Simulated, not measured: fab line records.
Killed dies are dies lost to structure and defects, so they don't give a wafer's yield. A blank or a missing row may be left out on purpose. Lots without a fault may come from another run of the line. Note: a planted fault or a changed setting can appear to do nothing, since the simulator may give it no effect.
Chamber matching | flow n5-finfet | rie-diel-05 running N5_BEOL_M8_ETCH_62: 4 sister chambers
The step etches SOC in N2/H2, target depth 110 nm, overetch 22 nm, time 165 s. 18 wafers are shown with their chamber, then 9 later ones without.

WAFERS PAIRED WITH THEIR CHAMBERS
wafer  | chamber | drypump-motor-current-A (A) | showerhead-plenum-p-Torr (Torr) | oes-product-au (a.u.)
L074.1 | 1       | 5.1                         | 2.50                            | 0.78
L074.2 | 3       | 5.7                         | 2.50                            | 0.60
L074.6 | 1       | 5.1                         | 2.50                            | 0.78
L077.2 | 3       | 5.8                         | 2.50                            | 0.60
L077.5 | 3       | 5.7                         | 2.50                            | 0.60
L077.6 | 2       | 6.2                         | 2.60                            | 0.77
L079.2 | 3       | 5.8                         | 2.50                            | 0.60
L079.4 | 0       | 5.6                         | 2.47                            | 0.70
L079.5 | 2       | 6.2                         | 2.59                            | 0.76
L083.2 | 1       | 5.1                         | 2.49                            | 0.75
L083.5 | 3       | 5.7                         | 2.49                            | 0.59
L083.6 | 2       | 6.2                         | 2.59                            | 0.73
L086.1 | 0       | 5.6                         | 2.47                            | 0.70
L086.2 | 2       | 6.2                         | 2.59                            | 0.74
L086.3 | 1       | 5.1                         | 2.49                            | 0.75
L088.2 | 2       | 6.3                         | 2.58                            | 0.72
L088.3 | 1       | 5.1                         | 2.48                            | 0.73
L088.5 | 2       | 6.3                         | 2.58                            | 0.72

SIGNATURES, as means of the wafers listed above
reading                  | chamber 0 | chamber 1 | chamber 2 | chamber 3 | scatter within a chamber
drypump-motor-current-A  | 5.600     | 5.100     | 6.233     | 5.740     | 0.0425
showerhead-plenum-p-Torr | 2.4700    | 2.4920    | 2.5883    | 2.4980    | 0.00678
oes-product-au           | 0.7000    | 0.7580    | 0.7400    | 0.5980    | 0.0172
Rule: distance of a wafer from a chamber = root of the sum over the readings of ((wafer's reading minus chamber's mean) / reading's scatter) squared. The wafer belongs to the nearest chamber; if the next one is less than 2 further off, it can't be placed. The scatter: take each reading less its chamber's mean, square it, sum over the shown wafers, divide by the number of wafers less the number of chambers, and take the root.

WAFERS WHOSE CHAMBER IS MISSING
wafer  | drypump-motor-current-A (A) | showerhead-plenum-p-Torr (Torr) | oes-product-au (a.u.)
L093.1 | 5.8                         | 2.49                            | 0.79
L093.3 | 5.7                         | 2.46                            | 0.67
L093.6 | 6.2                         | 2.58                            | 0.71
L095.3 | 5.6                         | 2.46                            | 0.67
L095.4 | 6.2                         | 2.58                            | 0.71
L095.5 | 5.1                         | 2.48                            | 0.72
L097.1 | 6.3                         | 2.57                            | 0.70
L097.2 | 5.7                         | 2.48                            | 0.78
L097.3 | 5.1                         | 2.48                            | 0.71

THE CHAMBER EACH PASSED THROUGH
wafer  | from the rows above | in truth
L093.1 | 0                   | 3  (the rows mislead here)
L093.3 | 0                   | 0
L093.6 | 2                   | 2
L095.3 | 0                   | 0
L095.4 | 2                   | 2
L095.5 | 1                   | 1
L097.1 | 2                   | 2
L097.2 | 0                   | 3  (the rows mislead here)
L097.3 | 1                   | 1
Placed correctly: 7 of 9. From these rows, 0 cannot be placed. 2 placed wrongly.
